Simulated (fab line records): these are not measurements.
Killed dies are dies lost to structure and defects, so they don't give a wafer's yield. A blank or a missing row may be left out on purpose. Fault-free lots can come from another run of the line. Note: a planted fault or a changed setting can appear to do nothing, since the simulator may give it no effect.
Which tool was responsible?	flow n5_finfet	12 lots with 36 wafers sampled at 2 steps, on a route of 1938 steps

WHAT THE GAUGES SHOWED, per wafer
N5_BEOL_M9_OCD_MEAS_38.
lot	measured	on	trench_depth_nm (nm)
L076	day 9 20:33	ocd-02	150.5 152.1 150.7
L077	day 10 03:12	ocd-02	147.8 152.5 152.4
L079	day 10 10:14	ocd-02	152.1 151.7 150.5
L082	day 10 15:22	ocd-02	150.6 151.9 149.9
L083	day 10 22:15	ocd-02	151.3 151.9 147.3
L088	day 14 12:06	ocd-01	152.6 151.3 146.9
L094	day 14 23:52	ocd-02	152.3 152.0 157.8
L085	day 15 01:52	ocd-01	155.0 148.5 150.7
L092	day 15 16:22	ocd-02	153.7 146.3 149.3
L093	day 16 09:17	ocd-01	150.5 145.5 145.6
L096	day 16 14:02	ocd-02	148.4 148.1 146.9
L097	day 16 19:48	ocd-01	146.0 156.0 155.6

WHAT TOOL EACH LOT RAN ON (gives the tool, then ch and the chambers of the sampled wafers, and finally the start)
lot	N5_BEOL_M9_STRIP_80
L076	rie_diel-01 ch 1,3, day 9 20:33 or earlier
L077	rie_diel-05 ch 0,1,3, day 10 03:12 or earlier
L079	rie_diel-01 ch 0,1, day 10 10:14 or earlier
L082	rie_diel-01 ch 1,2,3, day 10 15:22 or earlier
L083	rie_diel-06 ch 1,2,3, day 10 22:15 or earlier
L088	rie_diel-01 ch 0,2,3, day 14 12:06 or earlier
L094	rie_diel-01 ch 0,1,3, day 14 23:52 or earlier
L085	rie_diel-05 ch 0,1,2, day 15 01:52 or earlier
L092	rie_diel-06 ch 0,1,2, day 15 16:22 or earlier
L093	rie_diel-06 ch 0,1, day 16 09:17 or earlier
L096	rie_diel-05 ch 2,3, day 16 14:02 or earlier
L097	rie_diel-05 ch 0,1, day 16 19:48 or earlier
- N5_BEOL_M9_STRIP_80: strips in N2/H2, time 10 s.

THE ANSWER, worked out from the rows above alone
Rule: the usual values come from the lots themselves. The widest of any qualifying gaps counts: lots, ordered by their means at a reading, are off when they make up no more than a third of the lots, leave a main group of 4 or more, and stand apart from it by 3 or more times the standard deviation of that group's means. The tables above print the reading to a certain number of digits; a main group whose means all agree to those digits is not used. Also off: a lot with no number at a reading for which 4 or more lots have one. Any other lot the step has rows for is counted as sound.
None of the lots is off at any reading shown; this tells nothing.

WHAT THE SIMULATOR HAD PUT IN
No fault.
